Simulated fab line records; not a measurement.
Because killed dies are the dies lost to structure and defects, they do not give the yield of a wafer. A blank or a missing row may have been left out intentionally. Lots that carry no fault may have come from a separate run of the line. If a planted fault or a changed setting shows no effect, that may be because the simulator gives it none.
Which of the tools did it? :: flow nand harc :: 24 lots with 72 wafers sampled at 6 steps, on a route of 1302 steps

== WHAT THE GAUGES SHOWED, per wafer ==
Not one reading of a measure or inspect step in the record can be checked against a usual standard deviation.

== WHICH TOOL RAN EACH LOT (tool, then ch and the chambers of the sampled wafers, then the start) ==
lot: L074
NHARC_P_M0_PRE_CLEAN_29: pvd sputter-01, day 6 13:57 or earlier
NHARC_P_M1_ETCH_28: rie diel-06 ch 0,2,3, day 6 13:57 or earlier
NHARC_P_M1_PVD_21: pvd sputter-03, day 6 13:57 or earlier
NHARC_P_M1_DEP_33: pecvd-02 ch 0,2, day 6 13:57
NHARC_P_M2_ETCH_15: rie diel-10 ch 1,2,3, day 6 17:04 or earlier
NHARC_P_M2_ANNEAL_31: rtp anneal-01 ch 0, day 6 17:04

lot: L075
NHARC_P_M0_PRE_CLEAN_29: pvd sputter-03, day 6 16:01 or earlier
NHARC_P_M1_ETCH_28: rie diel-09 ch 2,3, day 6 16:01 or earlier
NHARC_P_M1_PVD_21: pvd sputter-01, day 6 16:01 or earlier
NHARC_P_M1_DEP_33: pecvd-02 ch 1,2, day 6 16:01
NHARC_P_M2_ETCH_15: rie diel-10 ch 1,2,3, day 6 19:08 or earlier
NHARC_P_M2_ANNEAL_31: rtp anneal-02 ch 0, day 6 19:08

lot: L076
NHARC_P_M0_PRE_CLEAN_29: pvd sputter-03, day 7 09:02 or earlier
NHARC_P_M1_ETCH_28: rie diel-11 ch 0,2,3, day 7 09:02 or earlier
NHARC_P_M1_PVD_21: pvd sputter-01, day 7 09:02 or earlier
NHARC_P_M1_DEP_33: pecvd-04 ch 0,1, day 7 09:02
NHARC_P_M2_ETCH_15: rie diel-10 ch 1,2,3, day 7 12:13 or earlier
NHARC_P_M2_ANNEAL_31: rtp anneal-01 ch 0, day 7 12:13

lot: L077
NHARC_P_M0_PRE_CLEAN_29: pvd sputter-02, day 7 10:44 or earlier
NHARC_P_M1_ETCH_28: rie diel-11 ch 0,2,3, day 7 10:44 or earlier
NHARC_P_M1_PVD_21: pvd sputter-02, day 7 10:44 or earlier
NHARC_P_M1_DEP_33: pecvd-04 ch 0,1,2, day 7 10:44
NHARC_P_M2_ETCH_15: rie diel-10 ch 0,1, day 7 13:49 or earlier
NHARC_P_M2_ANNEAL_31: rtp anneal-01 ch 0, day 7 13:49

lot: L078
NHARC_P_M0_PRE_CLEAN_29: pvd sputter-03, day 7 20:33 or earlier
NHARC_P_M1_ETCH_28: rie diel-06 ch 0,1, day 7 20:33 or earlier
NHARC_P_M1_PVD_21: pvd sputter-01, day 7 20:33 or earlier
NHARC_P_M1_DEP_33: pecvd-01 ch 0,1, day 7 20:33
NHARC_P_M2_ETCH_15: rie diel-10 ch 0,1, day 7 23:43 or earlier
NHARC_P_M2_ANNEAL_31: rtp anneal-02 ch 0, day 7 23:43

lot: L079
NHARC_P_M0_PRE_CLEAN_29: pvd sputter-01, day 8 12:37 or earlier
NHARC_P_M1_ETCH_28: rie diel-11 ch 0,2,3, day 8 12:37 or earlier
NHARC_P_M1_PVD_21: pvd sputter-02, day 8 12:37 or earlier
NHARC_P_M1_DEP_33: pecvd-01 ch 1,2, day 8 12:37
NHARC_P_M2_ETCH_15: rie diel-10 ch 1,2, day 8 15:46 or earlier
NHARC_P_M2_ANNEAL_31: rtp anneal-01 ch 0, day 8 15:46

lot: L080
NHARC_P_M0_PRE_CLEAN_29: pvd sputter-02, day 8 20:13 or earlier
NHARC_P_M1_ETCH_28: rie diel-06 ch 1,2, day 8 20:13 or earlier
NHARC_P_M1_PVD_21: pvd sputter-03, day 8 20:13 or earlier
NHARC_P_M1_DEP_33: pecvd-02 ch 0,1,2, day 8 20:13
NHARC_P_M2_ETCH_15: rie diel-10 ch 0,1,2, day 8 23:26 or earlier
NHARC_P_M2_ANNEAL_31: rtp anneal-01 ch 0, day 8 23:26

lot: L081
NHARC_P_M0_PRE_CLEAN_29: pvd sputter-01, day 9 02:32 or earlier
NHARC_P_M1_ETCH_28: rie diel-11 ch 0,2, day 9 02:32 or earlier
NHARC_P_M1_PVD_21: pvd sputter-01, day 9 02:32 or earlier
NHARC_P_M1_DEP_33: pecvd-01 ch 0,1,2, day 9 02:32
NHARC_P_M2_ETCH_15: rie diel-07 ch 0,2,3, day 9 06:16 or earlier
NHARC_P_M2_ANNEAL_31: rtp anneal-01 ch 0, day 9 06:16

lot: L082
NHARC_P_M0_PRE_CLEAN_29: pvd sputter-02, day 9 13:44 or earlier
NHARC_P_M1_ETCH_28: rie diel-11 ch 0,1, day 9 13:44 or earlier
NHARC_P_M1_PVD_21: pvd sputter-03, day 9 13:44 or earlier
NHARC_P_M1_DEP_33: pecvd-01 ch 0,1, day 9 13:44
NHARC_P_M2_ETCH_15: rie diel-07 ch 1,2,3, day 9 17:29 or earlier
NHARC_P_M2_ANNEAL_31: rtp anneal-01 ch 0, day 9 17:29

lot: L083
NHARC_P_M0_PRE_CLEAN_29: pvd sputter-02, day 9 20:50 or earlier
NHARC_P_M1_ETCH_28: rie diel-11 ch 0,1,2, day 9 20:50 or earlier
NHARC_P_M1_PVD_21: pvd sputter-02, day 9 20:50 or earlier
NHARC_P_M1_DEP_33: pecvd-04 ch 1,2, day 9 20:50
NHARC_P_M2_ETCH_15: rie diel-10 ch 0,1,2, day 10 00:02 or earlier
NHARC_P_M2_ANNEAL_31: rtp anneal-01 ch 0, day 10 00:02

lot: L084
NHARC_P_M0_PRE_CLEAN_29: pvd sputter-03, day 10 08:46 or earlier
NHARC_P_M1_ETCH_28: rie diel-06 ch 2,3, day 10 08:46 or earlier
NHARC_P_M1_PVD_21: pvd sputter-03, day 10 08:46 or earlier
NHARC_P_M1_DEP_33: pecvd-04 ch 0,1,2, day 10 08:46
NHARC_P_M2_ETCH_15: rie diel-01 ch 1,2, day 10 12:03 or earlier
NHARC_P_M2_ANNEAL_31: rtp anneal-01 ch 0, day 10 12:03

lot: L085
NHARC_P_M0_PRE_CLEAN_29: pvd sputter-02, day 11 01:35 or earlier
NHARC_P_M1_ETCH_28: rie diel-09 ch 0,1,3, day 11 01:35 or earlier
NHARC_P_M1_PVD_21: pvd sputter-01, day 11 01:35 or earlier
NHARC_P_M1_DEP_33: pecvd-01 ch 0,1,2, day 11 01:35
NHARC_P_M2_ETCH_15: rie diel-07 ch 0,2,3, day 11 04:38 or earlier
NHARC_P_M2_ANNEAL_31: rtp anneal-01 ch 0, day 11 04:38

lot: L086
NHARC_P_M0_PRE_CLEAN_29: pvd sputter-02, day 11 06:50 or earlier
NHARC_P_M1_ETCH_28: rie diel-11 ch 0,1, day 11 06:50 or earlier
NHARC_P_M1_PVD_21: pvd sputter-02, day 11 06:50 or earlier
NHARC_P_M1_DEP_33: pecvd-02 ch 1,2, day 11 06:50
NHARC_P_M2_ETCH_15: rie diel-07 ch 0,3, day 11 10:22 or earlier
NHARC_P_M2_ANNEAL_31: rtp anneal-01 ch 0, day 11 10:22

lot: L087
NHARC_P_M0_PRE_CLEAN_29: pvd sputter-01, day 12 10:08 or earlier
NHARC_P_M1_ETCH_28: rie diel-06 ch 0,1, day 12 10:08 or earlier
NHARC_P_M1_PVD_21: pvd sputter-01, day 12 10:08 or earlier
NHARC_P_M1_DEP_33: pecvd-01 ch 0,1,2, day 12 10:08
NHARC_P_M2_ETCH_15: rie diel-01 ch 0,1,2, day 12 13:25 or earlier
NHARC_P_M2_ANNEAL_31: rtp anneal-01 ch 0, day 12 13:25

lot: L089
NHARC_P_M0_PRE_CLEAN_29: pvd sputter-03, day 12 10:48 or earlier
NHARC_P_M1_ETCH_28: rie diel-06 ch 2,3, day 12 10:48 or earlier
NHARC_P_M1_PVD_21: pvd sputter-03, day 12 10:48 or earlier
NHARC_P_M1_DEP_33: pecvd-01 ch 1,2, day 12 10:48
NHARC_P_M2_ETCH_15: rie diel-01 ch 0,2,3, day 12 14:02 or earlier
NHARC_P_M2_ANNEAL_31: rtp anneal-01 ch 0, day 12 14:02

lot: L088
NHARC_P_M0_PRE_CLEAN_29: pvd sputter-01, day 12 11:32 or earlier
NHARC_P_M1_ETCH_28: rie diel-11 ch 0,2,3, day 12 11:32 or earlier
NHARC_P_M1_PVD_21: pvd sputter-02, day 12 11:32 or earlier
NHARC_P_M1_DEP_33: pecvd-01 ch 0,1,2, day 12 11:32
NHARC_P_M2_ETCH_15: rie diel-07 ch 1,2,3, day 12 14:43 or earlier
NHARC_P_M2_ANNEAL_31: rtp anneal-02 ch 0, day 12 14:43

lot: L090
NHARC_P_M0_PRE_CLEAN_29: pvd sputter-02, day 12 21:01 or earlier
NHARC_P_M1_ETCH_28: rie diel-06 ch 0,2, day 12 21:01 or earlier
NHARC_P_M1_PVD_21: pvd sputter-01, day 12 21:01 or earlier
NHARC_P_M1_DEP_33: pecvd-01 ch 0,1, day 12 21:01
NHARC_P_M2_ETCH_15: rie diel-07 ch 1,3, day 13 00:17 or earlier
NHARC_P_M2_ANNEAL_31: rtp anneal-02 ch 0, day 13 00:17

lot: L091
NHARC_P_M0_PRE_CLEAN_29: pvd sputter-02, day 13 08:55 or earlier
NHARC_P_M1_ETCH_28: rie diel-11 ch 0,3, day 13 08:55 or earlier
NHARC_P_M1_PVD_21: pvd sputter-02, day 13 08:55 or earlier
NHARC_P_M1_DEP_33: pecvd-02 ch 1,2, day 13 08:55
NHARC_P_M2_ETCH_15: rie diel-10 ch 1,2, day 13 12:08 or earlier
NHARC_P_M2_ANNEAL_31: rtp anneal-01 ch 0, day 13 12:08

lot: L092
NHARC_P_M0_PRE_CLEAN_29: pvd sputter-02, day 13 20:56 or earlier
NHARC_P_M1_ETCH_28: rie diel-06 ch 1,2, day 13 20:56 or earlier
NHARC_P_M1_PVD_21: pvd sputter-01, day 13 20:56 or earlier
NHARC_P_M1_DEP_33: pecvd-04 ch 0,2, day 13 20:56
NHARC_P_M2_ETCH_15: rie diel-01 ch 0,2,3, day 14 00:02 or earlier
NHARC_P_M2_ANNEAL_31: rtp anneal-01 ch 0, day 14 00:02

lot: L093
NHARC_P_M0_PRE_CLEAN_29: pvd sputter-03, day 14 05:24 or earlier
NHARC_P_M1_ETCH_28: rie diel-11 ch 0,2,3, day 14 05:24 or earlier
NHARC_P_M1_PVD_21: pvd sputter-01, day 14 05:24 or earlier
NHARC_P_M1_DEP_33: pecvd-02 ch 0,2, day 14 05:24
NHARC_P_M2_ETCH_15: rie diel-07 ch 0,3, day 14 08:40 or earlier
NHARC_P_M2_ANNEAL_31: rtp anneal-01 ch 0, day 14 08:40

lot: L094
NHARC_P_M0_PRE_CLEAN_29: pvd sputter-01, day 15 07:59 or earlier
NHARC_P_M1_ETCH_28: rie diel-11 ch 0,2,3, day 15 07:59 or earlier
NHARC_P_M1_PVD_21: pvd sputter-02, day 15 07:59 or earlier
NHARC_P_M1_DEP_33: pecvd-04 ch 0,1,2, day 15 07:59
NHARC_P_M2_ETCH_15: rie diel-10 ch 0,1,3, day 15 11:03 or earlier
NHARC_P_M2_ANNEAL_31: rtp anneal-01 ch 0, day 15 11:03

lot: L095
NHARC_P_M0_PRE_CLEAN_29: pvd sputter-01, day 15 13:11 or earlier
NHARC_P_M1_ETCH_28: rie diel-11 ch 0,1,2, day 15 13:11 or earlier
NHARC_P_M1_PVD_21: pvd sputter-03, day 15 13:11 or earlier
NHARC_P_M1_DEP_33: pecvd-02 ch 0,1,2, day 15 13:11
NHARC_P_M2_ETCH_15: rie diel-07 ch 0,1,3, day 15 16:21 or earlier
NHARC_P_M2_ANNEAL_31: rtp anneal-01 ch 0, day 15 16:21

lot: L096
NHARC_P_M0_PRE_CLEAN_29: pvd sputter-02, day 15 14:47 or earlier
NHARC_P_M1_ETCH_28: rie diel-06 ch 1,3, day 15 14:47 or earlier
NHARC_P_M1_PVD_21: pvd sputter-02, day 15 14:47 or earlier
NHARC_P_M1_DEP_33: pecvd-02 ch 0,2, day 15 14:47
NHARC_P_M2_ETCH_15: rie diel-01 ch 1,2,3, day 15 18:05 or earlier
NHARC_P_M2_ANNEAL_31: rtp anneal-01 ch 0, day 15 18:05

lot: L097
NHARC_P_M0_PRE_CLEAN_29: pvd sputter-01, day 16 09:44 or earlier
NHARC_P_M1_ETCH_28: rie diel-06 ch 0,3, day 16 09:44 or earlier
NHARC_P_M1_PVD_21: pvd sputter-02, day 16 09:44 or earlier
NHARC_P_M1_DEP_33: pecvd-01 ch 0,2, day 16 09:44
NHARC_P_M2_ETCH_15: rie diel-07 ch 0,2,3, day 16 12:56 or earlier
NHARC_P_M2_ANNEAL_31: rtp anneal-02 ch 0, day 16 12:56
- NHARC_P_M0_PRE_CLEAN_29: time 30 s.
- NHARC_P_M1_ETCH_28: etches the open film in CF4/N2, target depth 30 nm, time 72.99 s.
- NHARC_P_M1_PVD_21: deposits Cu, target thk 30 nm, time 20.49 s.
- NHARC_P_M1_DEP_33: deposits SiCN, target thk 30 nm.
- NHARC_P_M2_ETCH_15: etches the open film in C4F8/Ar, target depth 182.5 nm, time 91.2 s.
- NHARC_P_M2_ANNEAL_31: time 90 s.

== AS READ BY THE TOOLS THEMSELVES (means over the sampled wafers that have a number; for cases with no such wafer, the mark the record gives instead) ==
NHARC_P_M0_PRE_CLEAN_29.
lot: L074
tool: pvd sputter-01
heater power w (W): 359

lot: L075
tool: pvd sputter-03
heater power w (W): 415

lot: L076
tool: pvd sputter-03
heater power w (W): 427

lot: L077
tool: pvd sputter-02
heater power w (W): 409

lot: L078
tool: pvd sputter-03
heater power w (W): 415

lot: L079
tool: pvd sputter-01
heater power w (W): 399

lot: L080
tool: pvd sputter-02
heater power w (W): 407

lot: L081
tool: pvd sputter-01
heater power w (W): 364

lot: L082
tool: pvd sputter-02
heater power w (W): 407

lot: L083
tool: pvd sputter-02
heater power w (W): 419

lot: L084
tool: pvd sputter-03
heater power w (W): 416

lot: L085
tool: pvd sputter-02
heater power w (W): 417

lot: L086
tool: pvd sputter-02
heater power w (W): 412

lot: L087
tool: pvd sputter-01
heater power w (W): 360

lot: L089
tool: pvd sputter-03
heater power w (W): 417

lot: L088
tool: pvd sputter-01
heater power w (W): 403

lot: L090
tool: pvd sputter-02
heater power w (W): 414

lot: L091
tool: pvd sputter-02
heater power w (W): 405

lot: L092
tool: pvd sputter-02
heater power w (W): 412

lot: L093
tool: pvd sputter-03
heater power w (W): 417

lot: L094
tool: pvd sputter-01
heater power w (W): 396

lot: L095
tool: pvd sputter-01
heater power w (W): 390

lot: L096
tool: pvd sputter-02
heater power w (W): 388

lot: L097
tool: pvd sputter-01
heater power w (W): 389

NHARC_P_M1_ETCH_28.
lot: L074
tool: rie diel-06
drypump motor current A (A): 6.1
oes product au (a.u.): 0.995
rf fwd power W (W): 298.7
rf vpp V (V): 313.5
showerhead plenum p Torr (Torr): 2.57
throttle valve pct (%): 19.792

lot: L075
tool: rie diel-09
drypump motor current A (A): 5.7
oes product au (a.u.): 1.006
rf fwd power W (W): 297.4
rf vpp V (V): 315.8
showerhead plenum p Torr (Torr): 2.67
throttle valve pct (%): 19.787

lot: L076
tool: rie diel-11
drypump motor current A (A): 5.9
oes product au (a.u.): 1.000
rf fwd power W (W): 298.1
rf vpp V (V): 314.5
showerhead plenum p Torr (Torr): 2.62
throttle valve pct (%): 19.799

lot: L077
tool: rie diel-11
drypump motor current A (A): 6.0
oes product au (a.u.): 0.992
rf fwd power W (W): 296.8
rf vpp V (V): 313.1
showerhead plenum p Torr (Torr): 2.62
throttle valve pct (%): 19.801

lot: L078
tool: rie diel-06
drypump motor current A (A): 5.7
oes product au (a.u.): 1.009
rf fwd power W (W): 296.6
rf vpp V (V): 314.8
showerhead plenum p Torr (Torr): 2.70
throttle valve pct (%): 19.789

lot: L079
tool: rie diel-11
drypump motor current A (A): 5.9
oes product au (a.u.): 0.996
rf fwd power W (W): 298.4
rf vpp V (V): 314.1
showerhead plenum p Torr (Torr): 2.62
throttle valve pct (%): 19.785

lot: L080
tool: rie diel-06
drypump motor current A (A): 5.7
oes product au (a.u.): 1.009
rf fwd power W (W): 296.9
rf vpp V (V): 314.9
showerhead plenum p Torr (Torr): 2.68
throttle valve pct (%): 19.790

lot: L081
tool: rie diel-11
drypump motor current A (A): 6.0
oes product au (a.u.): 0.993
rf fwd power W (W): 297.7
rf vpp V (V): 314.2
showerhead plenum p Torr (Torr): 2.59
throttle valve pct (%): 19.781

lot: L082
tool: rie diel-11
drypump motor current A (A): 5.6
oes product au (a.u.): 0.997
rf fwd power W (W): 298.3
rf vpp V (V): 316.1
showerhead plenum p Torr (Torr): 2.73
throttle valve pct (%): 19.794

lot: L083
tool: rie diel-11
drypump motor current A (A): 5.8
oes product au (a.u.): 0.992
rf fwd power W (W): 297.5
rf vpp V (V): 315.3
showerhead plenum p Torr (Torr): 2.66
throttle valve pct (%): 19.791

lot: L084
tool: rie diel-06
drypump motor current A (A): 6.4
oes product au (a.u.): 0.993
rf fwd power W (W): 298.5
rf vpp V (V): 313.1
showerhead plenum p Torr (Torr): 2.57
throttle valve pct (%): 19.788

lot: L085
tool: rie diel-09
drypump motor current A (A): 5.5
oes product au (a.u.): 1.016
rf fwd power W (W): 297.8
rf vpp V (V): 314.0
showerhead plenum p Torr (Torr): 2.62
throttle valve pct (%): 19.792

lot: L086
tool: rie diel-11
drypump motor current A (A): 5.6
oes product au (a.u.): 0.995
rf fwd power W (W): 297.9
rf vpp V (V): 315.5
showerhead plenum p Torr (Torr): 2.72
throttle valve pct (%): 19.798

lot: L087
tool: rie diel-06
drypump motor current A (A): 5.7
oes product au (a.u.): 1.009
rf fwd power W (W): 295.8
rf vpp V (V): 315.7
showerhead plenum p Torr (Torr): 2.70
throttle valve pct (%): 19.795

lot: L089
tool: rie diel-06
drypump motor current A (A): 6.3
oes product au (a.u.): 1.002
rf fwd power W (W): 298.6
rf vpp V (V): 312.5
showerhead plenum p Torr (Torr): 2.56
throttle valve pct (%): 19.796

lot: L088
tool: rie diel-11
drypump motor current A (A): 5.9
oes product au (a.u.): 0.995
rf fwd power W (W): 297.7
rf vpp V (V): 313.7
showerhead plenum p Torr (Torr): 2.62
throttle valve pct (%): 19.799

lot: L090
tool: rie diel-06
drypump motor current A (A): 5.9
oes product au (a.u.): 1.001
rf fwd power W (W): 297.3
rf vpp V (V): 312.8
showerhead plenum p Torr (Torr): 2.54
throttle valve pct (%): 19.798

lot: L091
tool: rie diel-11
drypump motor current A (A): 5.9
oes product au (a.u.): 0.999
rf fwd power W (W): 297.8
rf vpp V (V): 315.7
showerhead plenum p Torr (Torr): 2.72
throttle valve pct (%): 19.789

lot: L092
tool: rie diel-06
drypump motor current A (A): 5.7
oes product au (a.u.): 1.002
rf fwd power W (W): 297.1
rf vpp V (V): 313.5
showerhead plenum p Torr (Torr): 2.60
throttle valve pct (%): 19.792

lot: L093
tool: rie diel-11
drypump motor current A (A): 5.9
oes product au (a.u.): 0.988
rf fwd power W (W): 297.8
rf vpp V (V): 314.2
showerhead plenum p Torr (Torr): 2.61
throttle valve pct (%): 19.802

lot: L094
tool: rie diel-11
drypump motor current A (A): 6.0
oes product au (a.u.): 0.988
rf fwd power W (W): 297.3
rf vpp V (V): 314.3
showerhead plenum p Torr (Torr): 2.61
throttle valve pct (%): 19.802

lot: L095
tool: rie diel-11
drypump motor current A (A): 5.8
oes product au (a.u.): 0.989
rf fwd power W (W): 298.1
rf vpp V (V): 314.7
showerhead plenum p Torr (Torr): 2.65
throttle valve pct (%): 19.790

lot: L096
tool: rie diel-06
drypump motor current A (A): 6.2
oes product au (a.u.): 1.004
rf fwd power W (W): 298.1
rf vpp V (V): 315.0
showerhead plenum p Torr (Torr): 2.63
throttle valve pct (%): 19.794

lot: L097
tool: rie diel-06
drypump motor current A (A): 6.4
oes product au (a.u.): 1.001
rf fwd power W (W): 297.7
rf vpp V (V): 313.5
showerhead plenum p Torr (Torr): 2.58
throttle valve pct (%): 19.787

NHARC_P_M1_PVD_21.
lot: L074
tool: pvd sputter-03
throttle valve pct (%): 30.9

lot: L075
tool: pvd sputter-01
throttle valve pct (%): 29.6

lot: L076
tool: pvd sputter-01
throttle valve pct (%): 29.8

lot: L077
tool: pvd sputter-02
throttle valve pct (%): 31.3

lot: L078
tool: pvd sputter-01
throttle valve pct (%): 29.5

lot: L079
tool: pvd sputter-02
throttle valve pct (%): 30.9

lot: L080
tool: pvd sputter-03
throttle valve pct (%): 30.0

lot: L081
tool: pvd sputter-01
throttle valve pct (%): 28.8

lot: L082
tool: pvd sputter-03
throttle valve pct (%): 30.4

lot: L083
tool: pvd sputter-02
throttle valve pct (%): 31.6

lot: L084
tool: pvd sputter-03
throttle valve pct (%): 30.1

lot: L085
tool: pvd sputter-01
throttle valve pct (%): 30.1

lot: L086
tool: pvd sputter-02
throttle valve pct (%): 31.3

lot: L087
tool: pvd sputter-01
throttle valve pct (%): 29.7

lot: L089
tool: pvd sputter-03
throttle valve pct (%): 31.2

lot: L088
tool: pvd sputter-02
throttle valve pct (%): 30.9

lot: L090
tool: pvd sputter-01
throttle valve pct (%): 30.3

lot: L091
tool: pvd sputter-02
throttle valve pct (%): 31.2

lot: L092
tool: pvd sputter-01
throttle valve pct (%): 29.7

lot: L093
tool: pvd sputter-01
throttle valve pct (%): 29.2

lot: L094
tool: pvd sputter-02
throttle valve pct (%): 31.0

lot: L095
tool: pvd sputter-03
throttle valve pct (%): 30.8

lot: L096
tool: pvd sputter-02
throttle valve pct (%): 31.4

lot: L097
tool: pvd sputter-02
throttle valve pct (%): 31.2

NHARC_P_M1_DEP_33.
lot: L074
tool: pecvd-02
heater power w (W): 559
rf fwd power W (W): 449.9

lot: L075
tool: pecvd-02
heater power w (W): 599
rf fwd power W (W): 448.8

lot: L076
tool: pecvd-04
heater power w (W): 674
rf fwd power W (W): 449.9

lot: L077
tool: pecvd-04
heater power w (W): 575
rf fwd power W (W): 449.5

lot: L078
tool: pecvd-01
heater power w (W): 598
rf fwd power W (W): 449.3

lot: L079
tool: pecvd-01
heater power w (W): 548
rf fwd power W (W): 447.7

lot: L080
tool: pecvd-02
heater power w (W): 593
rf fwd power W (W): 449.2

lot: L081
tool: pecvd-01
heater power w (W): 615
rf fwd power W (W): 450.4

lot: L082
tool: pecvd-01
heater power w (W): 547
rf fwd power W (W): 448.4

lot: L083
tool: pecvd-04
heater power w (W): 602
rf fwd power W (W): 448.4

lot: L084
tool: pecvd-04
heater power w (W): 611
rf fwd power W (W): 448.1

lot: L085
tool: pecvd-01
heater power w (W): 625
rf fwd power W (W): 448.0

lot: L086
tool: pecvd-02
heater power w (W): 603
rf fwd power W (W): 450.3

lot: L087
tool: pecvd-01
heater power w (W): 598
rf fwd power W (W): 447.8

lot: L089
tool: pecvd-01
heater power w (W): 513
rf fwd power W (W): 449.1

lot: L088
tool: pecvd-01
heater power w (W): 582
rf fwd power W (W): 448.5

lot: L090
tool: pecvd-01
heater power w (W): 619
rf fwd power W (W): 449.3

lot: L091
tool: pecvd-02
heater power w (W): 564
rf fwd power W (W): 449.6

lot: L092
tool: pecvd-04
heater power w (W): 599
rf fwd power W (W): 447.1

lot: L093
tool: pecvd-02
heater power w (W): 494
rf fwd power W (W): 448.1

lot: L094
tool: pecvd-04
heater power w (W): 597
rf fwd power W (W): 448.6

lot: L095
tool: pecvd-02
heater power w (W): 568
rf fwd power W (W): 448.1

lot: L096
tool: pecvd-02
heater power w (W): 503
rf fwd power W (W): 448.3

lot: L097
tool: pecvd-01
heater power w (W): 637
rf fwd power W (W): 447.9

NHARC_P_M2_ETCH_15.
lot: L074
tool: rie diel-10
oes product au (a.u.): 0.915
rf fwd power W (W): 594.4
rf vpp V (V): 443.2

lot: L075
tool: rie diel-10
oes product au (a.u.): 0.917
rf fwd power W (W): 595.4
rf vpp V (V): 443.5

lot: L076
tool: rie diel-10
oes product au (a.u.): 0.925
rf fwd power W (W): 594.9
rf vpp V (V): 442.8

lot: L077
tool: rie diel-10
oes product au (a.u.): 0.919
rf fwd power W (W): 593.4
rf vpp V (V): 439.5

lot: L078
tool: rie diel-10
oes product au (a.u.): 0.917
rf fwd power W (W): 591.5
rf vpp V (V): 439.2

lot: L079
tool: rie diel-10
oes product au (a.u.): 0.926
rf fwd power W (W): 594.9
rf vpp V (V): 443.4

lot: L080
tool: rie diel-10
oes product au (a.u.): 0.925
rf fwd power W (W): 592.9
rf vpp V (V): 441.5

lot: L081
tool: rie diel-07
oes product au (a.u.): 0.959
rf fwd power W (W): 597.6
rf vpp V (V): 441.8

lot: L082
tool: rie diel-07
oes product au (a.u.): 0.944
rf fwd power W (W): 596.0
rf vpp V (V): 442.4

lot: L083
tool: rie diel-10
oes product au (a.u.): 0.923
rf fwd power W (W): 595.5
rf vpp V (V): 441.3

lot: L084
tool: rie diel-01
oes product au (a.u.): 0.968
rf fwd power W (W): 596.5
rf vpp V (V): 438.8

lot: L085
tool: rie diel-07
oes product au (a.u.): 0.968
rf fwd power W (W): 595.3
rf vpp V (V): 441.4

lot: L086
tool: rie diel-07
oes product au (a.u.): 0.928
rf fwd power W (W): 596.4
rf vpp V (V): 440.4

lot: L087
tool: rie diel-01
oes product au (a.u.): 0.930
rf fwd power W (W): 596.1
rf vpp V (V): 439.6

lot: L089
tool: rie diel-01
oes product au (a.u.): 0.929
rf fwd power W (W): 597.4
rf vpp V (V): 442.1

lot: L088
tool: rie diel-07
oes product au (a.u.): 0.933
rf fwd power W (W): 595.9
rf vpp V (V): 442.6

lot: L090
tool: rie diel-07
oes product au (a.u.): 0.966
rf fwd power W (W): 594.0
rf vpp V (V): 441.0

lot: L091
tool: rie diel-10
oes product au (a.u.): 0.924
rf fwd power W (W): 594.6
rf vpp V (V): 440.9

lot: L092
tool: rie diel-01
oes product au (a.u.): 0.933
rf fwd power W (W): 595.6
rf vpp V (V): 441.1

lot: L093
tool: rie diel-07
oes product au (a.u.): 0.967
rf fwd power W (W): 596.8
rf vpp V (V): 440.3

lot: L094
tool: rie diel-10
oes product au (a.u.): 0.916
rf fwd power W (W): 595.6
rf vpp V (V): 440.4

lot: L095
tool: rie diel-07
oes product au (a.u.): 0.955
rf fwd power W (W): 593.2
rf vpp V (V): 440.9

lot: L096
tool: rie diel-01
oes product au (a.u.): 0.926
rf fwd power W (W): 596.5
rf vpp V (V): 441.1

lot: L097
tool: rie diel-07
oes product au (a.u.): 0.969
rf fwd power W (W): 596.8
rf vpp V (V): 441.7

NHARC_P_M2_ANNEAL_31.
lot: L074
tool: rtp anneal-01
wafer_temp_C_max: 225.82

lot: L075
tool: rtp anneal-02
wafer_temp_C_max: 225.56

lot: L076
tool: rtp anneal-01
wafer_temp_C_max: 225.59

lot: L077
tool: rtp anneal-01
wafer_temp_C_max: 225.75

lot: L078
tool: rtp anneal-02
wafer_temp_C_max: 225.76

lot: L079
tool: rtp anneal-01
wafer_temp_C_max: 226.04

lot: L080
tool: rtp anneal-01
wafer_temp_C_max: 225.79

lot: L081
tool: rtp anneal-01
wafer_temp_C_max: 225.89

lot: L082
tool: rtp anneal-01
wafer_temp_C_max: 226.13

lot: L083
tool: rtp anneal-01
wafer_temp_C_max: 225.96

lot: L084
tool: rtp anneal-01
wafer_temp_C_max: 225.77

lot: L085
tool: rtp anneal-01
wafer_temp_C_max: 225.59

lot: L086
tool: rtp anneal-01
wafer_temp_C_max: 225.85

lot: L087
tool: rtp anneal-01
wafer_temp_C_max: 225.72

lot: L089
tool: rtp anneal-01
wafer_temp_C_max: 225.65

lot: L088
tool: rtp anneal-02
wafer_temp_C_max: 225.60

lot: L090
tool: rtp anneal-02
wafer_temp_C_max: 225.54

lot: L091
tool: rtp anneal-01
wafer_temp_C_max: 225.66

lot: L092
tool: rtp anneal-01
wafer_temp_C_max: 225.67

lot: L093
tool: rtp anneal-01
wafer_temp_C_max: 225.85

lot: L094
tool: rtp anneal-01
wafer_temp_C_max: 225.36

lot: L095
tool: rtp anneal-01
wafer_temp_C_max: 225.75

lot: L096
tool: rtp anneal-01
wafer_temp_C_max: 225.59

lot: L097
tool: rtp anneal-02
wafer_temp_C_max: 225.59

== THE ANSWER, worked out from the rows above alone ==
Rule: what is usual is taken from the lots themselves. The widest of any qualifying gaps counts: lots, ordered by their means at a reading, are off when they make up no more than a third of the lots, leave a main group of 4 or more, and stand apart from it by 3 or more times the standard deviation of that group's means. A main group whose means are all the same, to the digits that the tables above print for the reading, isn't used. A lot without any number at a reading at which 4 lots or more have one is off too. Where the step has rows for the other lots, those lots are counted as sound. Order of review: gauges by route order, followed by the tools' own readings, for which a lot's mean as printed above is used. At the first step where some lot is off, the reading lying furthest off is the one used; lots without a number count as furthest.
No lot is off on any of the readings shown, so nothing can be concluded from this.

== WHAT THE SIMULATOR HAD INSERTED ==
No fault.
